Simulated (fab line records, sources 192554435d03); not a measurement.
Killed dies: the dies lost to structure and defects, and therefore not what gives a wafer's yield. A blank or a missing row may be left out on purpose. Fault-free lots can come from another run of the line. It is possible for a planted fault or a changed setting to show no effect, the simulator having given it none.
Which tool is to blame? + flow n5-finfet + 8 lots, 24 wafers sampled, at 3 steps of a route of 1938

WHAT THE GAUGES SHOWED, per wafer
N5_STI_FIN_REVEAL_THK_MEAS_05.
| lot  | measured    | on            | thk-nm (nm)       |
|------|-------------|---------------|-------------------|
| L650 | day 4 15:17 | film-metro-02 | 129.1 132.8 129.7 |
| L653 | day 5 19:29 | film-metro-01 | 131.1 130.0 130.9 |
| L657 | day 6 11:38 | film-metro-01 | 134.0 133.3 133.5 |
| L658 | day 6 15:08 | film-metro-02 | 133.8 130.7 131.0 |
| L659 | day 6 22:46 | film-metro-01 | 131.0 131.0 132.7 |
| L660 | day 7 05:11 | film-metro-02 | 133.2 132.7 132.8 |
| L663 | day 8 01:01 | film-metro-02 | 131.4 133.8 131.9 |
| L664 | day 8 06:56 | film-metro-02 | 134.8 130.7 135.1 |

WHICH TOOL RAN EACH LOT (tool, then ch and the chambers of the sampled wafers, then the start)
| lot  | N5_FIN_CUT_DESCUM_13              | N5_FIN_CUT_STRIP_22               |
|------|-----------------------------------|-----------------------------------|
| L650 | rie-diel-04 ch 1,2, day 4 08:53   | rie-diel-02 ch 0,1,3, day 4 09:38 |
| L653 | rie-diel-04 ch 2,3, day 5 12:26   | rie-diel-02 ch 0,2,3, day 5 13:55 |
| L657 | rie-diel-02 ch 0,1,3, day 6 05:14 | rie-diel-02 ch 0,1, day 6 06:02   |
| L658 | rie-diel-02 ch 0,2,3, day 6 08:47 | rie-diel-06 ch 0,1,3, day 6 09:32 |
| L659 | rie-diel-04 ch 0,2,3, day 6 16:20 | rie-diel-06 ch 0,1,2, day 6 17:06 |
| L660 | rie-diel-06 ch 0,3, day 6 22:04   | rie-diel-06 ch 2,3, day 6 22:51   |
| L663 | rie-diel-02 ch 0,1,2, day 7 17:47 | rie-diel-02 ch 0,1,3, day 7 18:56 |
| L664 | rie-diel-06 ch 1,3, day 8 00:06   | rie-diel-04 ch 0,2, day 8 01:04   |
- N5_FIN_CUT_DESCUM_13: chemistry O2, time 7 s.
- N5_FIN_CUT_STRIP_22: strips in N2/H2.

THE ANSWER, worked out from the rows above alone
Rule: usual is defined by the lots themselves. The widest of any qualifying gaps counts: lots, ordered by their means at a reading, are off when they make up no more than a third of the lots, leave a main group of 4 or more, and stand apart from it by 3 or more times the standard deviation of that group's means. A main group is skipped when, at the precision printed for the reading in the tables above, its means are all equal. A lot without any number at a reading at which 4 lots or more have one is off too. The other lots that the step has rows for count as sound.
None of the lots is off at any reading shown; this tells nothing.

WHAT THE SIMULATOR HAD PUT IN
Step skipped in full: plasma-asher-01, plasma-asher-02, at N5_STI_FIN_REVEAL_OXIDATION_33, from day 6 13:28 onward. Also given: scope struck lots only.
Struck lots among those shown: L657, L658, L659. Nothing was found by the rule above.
